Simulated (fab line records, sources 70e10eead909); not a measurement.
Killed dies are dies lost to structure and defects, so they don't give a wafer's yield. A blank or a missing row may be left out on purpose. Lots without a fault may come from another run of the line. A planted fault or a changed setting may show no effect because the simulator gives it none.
Chamber matching | flow nand_harc | NHARC_P_M2_CMP_23 on cmp-02: 4 sister chambers
The step polishes, t overpolish 20 s, target thk 144.3 nm. 16 wafers are shown with their chamber, then 7 later ones without.

WAFERS WITH THEIR CHAMBER
wafer  | chamber | motor_current_A (A) | slurry_flow_ml_min | time_to_endpoint_s (s)
L401.1 | 1       | 11.0                | 150.1              | 31.5
L401.5 | 1       | 11.1                | 149.2              | 31.6
L401.6 | 2       | 12.8                | 149.8              | 31.3
L404.1 | 3       | 12.1                | 149.2              | 28.1
L404.4 | 0       | 11.9                | 151.0              | 29.5
L404.5 | 2       | 13.2                | 149.5              | 27.1
L408.1 | 3       | 11.3                | 149.4              | 25.0
L408.5 | 2       | 12.6                | 149.8              | 26.8
L408.6 | 1       | 11.5                | 149.0              | 25.6
L411.3 | 2       | 13.7                | 149.1              | 28.8
L411.4 | 1       | 11.0                | 149.7              | 27.9
L411.5 | 3       | 12.4                | 149.6              | 29.8
L414.1 | 0       | 12.1                | 150.1              | 32.1
L414.2 | 2       | 13.2                | 149.5              | 31.5
L418.1 | 2       | 13.5                | 149.7              | 29.8
L418.2 | 1       | 10.9                | 150.3              | 29.9

SIGNATURES (means of the wafers above)
reading            | chamber 0 | chamber 1 | chamber 2 | chamber 3 | scatter within a chamber
motor_current_A    | 12.000    | 11.100    | 13.167    | 11.933    | 0.381
slurry_flow_ml_min | 150.550   | 149.660   | 149.567   | 149.400   | 0.417
time_to_endpoint_s | 30.800    | 29.300    | 29.217    | 27.633    | 2.27
Rule: a wafer's distance from a chamber is the root of the sum, over the readings, of the square of ((its reading less the chamber's mean) divided by the reading's scatter). The wafer belongs to the nearest chamber; if the next one is less than 2 further off, it can't be placed. The scatter: the root of (the sum of the squares of (reading less its chamber's mean) over the shown wafers, divided by (wafers less chambers)).

WAFERS WITHOUT THEIR CHAMBER
wafer  | motor_current_A (A) | slurry_flow_ml_min | time_to_endpoint_s (s)
L418.6 | 11.7                | 150.4              | 28.6
L419.1 | 11.8                | 150.1              | 30.0
L419.2 | 13.0                | 149.9              | 30.3
L419.3 | 11.6                | 150.1              | 26.4
L420.2 | 13.7                | 149.6              | 29.6
L420.5 | 13.5                | 149.8              | 30.9
L420.6 | 10.9                | 150.2              | 31.4

WHICH CHAMBER EACH WENT THROUGH
wafer  | from the rows above          | in truth
L418.6 | can't be placed: 0 or 1 or 3 | 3
L419.1 | can't be placed: 0 or 3 or 1 | 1
L419.2 | 2                            | 2
L419.3 | can't be placed: 3 or 1 or 0 | 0
L420.2 | 2                            | 2
L420.5 | 2                            | 2
L420.6 | can't be placed: 1 or 0      | 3
Placed correctly: 3 of 7. Can't be placed from these rows: 4 (the true chamber is among the candidates in 3). Placed wrongly: 0.
